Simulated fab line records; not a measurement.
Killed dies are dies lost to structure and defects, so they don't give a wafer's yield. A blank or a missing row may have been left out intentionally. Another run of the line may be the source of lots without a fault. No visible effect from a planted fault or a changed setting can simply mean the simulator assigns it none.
A lot that was struck, set against a sound lot -- flow nand harc -- 14 out of 1302 route steps
Sound: wafers L386.1, L386.3, L386.5. Struck: wafer L381.2; the same lot's L381.5 was not struck, so it is left out; see the end for the cause.
At each step with rows: each side's tool, then ch and its chambers, then its first start. Under that, the readings that differ: sound wafers -- struck wafers -- difference of the means -- sigmas: that difference in standard deviations of wafers without a fault.
alike: words and numbers the same on both sides, and readings whose means are apart by under 2 such deviations; not compared: readings that were withheld, readings missing a value for some wafer, numbers with overlapping values and no deviation given by the record, and bounds like >300 which may hide the same value.
The two part at a step that has a row with sigmas, a row that says differs or no value, or rows on one side only. Non-overlapping numbers with no deviation appear without sigmas and do not part them. A reading missing from all wafers of one side parts the sides only when that side holds two or more wafers.

first, 1 step without rows for these wafers: NHARC_A_ONON_D1_DEP_06 (target thk 1000 nm).
NHARC_A_ONON_D1_THK_MEAS_08: measures by ellipsometry.
  sound on film metro-02 at day 15 05:34; struck on film metro-02 at day 13 19:56
  alike: thk nm
then, 1 step without rows for these wafers: NHARC_A_ONON_D1_DEP_09 (target thk 1000 nm).
NHARC_A_ONON_D1_THK_MEAS_11: measures by ellipsometry.
  sound on film metro-02 at day 15 06:07; struck on film metro-02 at day 13 20:29
  alike: thk nm
then, 1 step without rows for these wafers: NHARC_A_ONON_D1_DEP_12 (target thk 1000 nm).
NHARC_A_ONON_D1_THK_MEAS_14: measures by ellipsometry.
  sound on film metro-01 at day 15 06:41; struck on film metro-02 at day 13 21:04
reading,sound,struck,difference,sigmas
thk nm (nm),996 995 995,1014,+19,+2
then, 2 steps without rows for these wafers: NHARC_A_ONON_D1_ANNEAL_15 (time 3600 s); NHARC_A_ONON_D1_DEP_16 (target thk 1000 nm).
NHARC_A_ONON_D1_THK_MEAS_18: measures by ellipsometry.
  sound on film metro-01 at day 15 14:27; struck on film metro-02 at day 14 06:56
  alike: thk nm
then, 1 step without rows for these wafers: NHARC_A_ONON_D1_DEP_19 (target thk 1000 nm).
NHARC_A_ONON_D1_THK_MEAS_21: measures by ellipsometry.
  sound on film metro-02 at day 15 15:01; struck on film metro-02 at day 14 07:29
  alike: thk nm
NHARC_A_ONON_D1_DEP_22: target thk 1000 nm.
  sound on pecvd onon-02 ch 0, day 15 15:04; struck on pecvd onon-01 ch 0, day 14 07:36
NHARC_A_ONON_D1_THK_MEAS_24: measures by ellipsometry.
  sound on film metro-02 at day 15 15:35; struck on film metro-02 at day 14 08:04
reading,sound,struck,difference,sigmas
thk nm (nm),1026 1026 1025,695,-331,-25
then, 1 step without rows for these wafers: NHARC_A_ONON_D1_DEP_25 (target thk 1000 nm).

## WHERE THEY PART
Last at NHARC_A_ONON_D1_THK_MEAS_24 as far as this record goes, first at NHARC_A_ONON_D1_THK_MEAS_14.

WHY: what the simulator had put in
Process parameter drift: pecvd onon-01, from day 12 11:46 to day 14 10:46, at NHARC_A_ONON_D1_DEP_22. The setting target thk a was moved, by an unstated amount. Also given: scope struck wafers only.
